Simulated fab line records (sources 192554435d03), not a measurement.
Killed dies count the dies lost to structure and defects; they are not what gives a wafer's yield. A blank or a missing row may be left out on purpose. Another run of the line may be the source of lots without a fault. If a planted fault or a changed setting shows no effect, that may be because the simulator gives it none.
Matching of chambers    flow n5 finfet    rie diel-01 running N5_BEOL_M0_SAQP_ETCH_106: 4 sister chambers
The step etches SOC in N2/H2, stops on SiNx, target depth 150 nm. 27 wafers are shown with their chamber, then 12 later ones without.

== WAFERS PAIRED WITH THEIR CHAMBERS ==
wafer   chamber  drypump motor current A (A)  showerhead plenum p Torr (Torr)  throttle valve pct (%)
L076.1  3        6.2                          2.46                             17.58
L076.3  0        5.9                          2.71                             17.44
L076.4  2        6.6                          2.51                             18.20
L077.1  1        4.7                          2.61                             18.15
L077.3  0        5.8                          2.71                             17.45
L077.6  1        4.7                          2.61                             18.17
L079.1  2        6.6                          2.50                             18.19
L079.4  0        5.9                          2.71                             17.45
L079.6  1        4.7                          2.61                             18.16
L078.1  0        5.9                          2.71                             17.44
L078.2  3        6.2                          2.46                             17.60
L078.3  2        6.6                          2.50                             18.20
L078.4  3        6.2                          2.46                             17.61
L078.5  0        5.9                          2.71                             17.46
L078.6  2        6.6                          2.50                             18.20
L084.2  3        6.2                          2.46                             17.62
L084.4  2        6.6                          2.50                             18.22
L084.5  0        5.9                          2.70                             17.46
L085.2  3        6.2                          2.46                             17.62
L085.4  0        5.9                          2.70                             17.49
L085.6  3        6.2                          2.46                             17.63
L086.1  0        5.9                          2.70                             17.50
L086.2  3        6.2                          2.45                             17.64
L086.3  1        4.7                          2.61                             17.75
L087.1  0        5.9                          2.70                             17.48
L087.2  3        6.2                          2.45                             17.65
L087.6  3        6.2                          2.45                             17.63

SIGNATURES, as means of the wafers listed above
reading                   chamber 0  chamber 1  chamber 2  chamber 3  scatter within a chamber
drypump motor current A   5.889      4.700      6.600      6.200      0.0197
showerhead plenum p Torr  2.7056     2.6100     2.5020     2.4567     0.00467
throttle valve pct        17.4633    18.0575    18.2020    17.6200    0.0764
Rule: for a wafer and a chamber, the distance is found by dividing, reading by reading, the gap between the wafer's reading and the chamber's mean by the reading's scatter, squaring, summing and taking the root. The wafer belongs to the nearest chamber; if the next one is less than 2 further off, it can't be placed. How the scatter is found: for the shown wafers, subtract from each reading the mean of its chamber, square and add these, divide the total by (wafers less chambers), then take the root.

== WAFERS WITH NO CHAMBER GIVEN ==
wafer   drypump motor current A (A)  showerhead plenum p Torr (Torr)  throttle valve pct (%)
L088.1  6.2                          2.45                             17.66
L088.2  5.9                          2.70                             17.50
L088.3  6.6                          2.50                             17.79
L088.4  5.9                          2.70                             17.49
L088.5  6.6                          2.50                             17.79
L088.6  6.2                          2.45                             17.64
L090.3  6.6                          2.50                             17.80
L090.4  6.6                          2.50                             17.78
L090.5  5.9                          2.70                             17.49
L092.2  5.8                          2.70                             17.51
L092.3  6.6                          2.50                             17.80
L092.5  6.6                          2.50                             17.79

== WHICH CHAMBER EACH WENT THROUGH ==
wafer   from the rows above  in truth
L088.1  3                    3
L088.2  0                    0
L088.3  2                    2
L088.4  0                    0
L088.5  2                    2
L088.6  3                    3
L090.3  2                    2
L090.4  2                    2
L090.5  0                    0
L092.2  0                    0
L092.3  2                    2
L092.5  2                    2
Correctly placed: 12 of 12. Left unplaced by these rows: 0. Placed wrongly: 0.
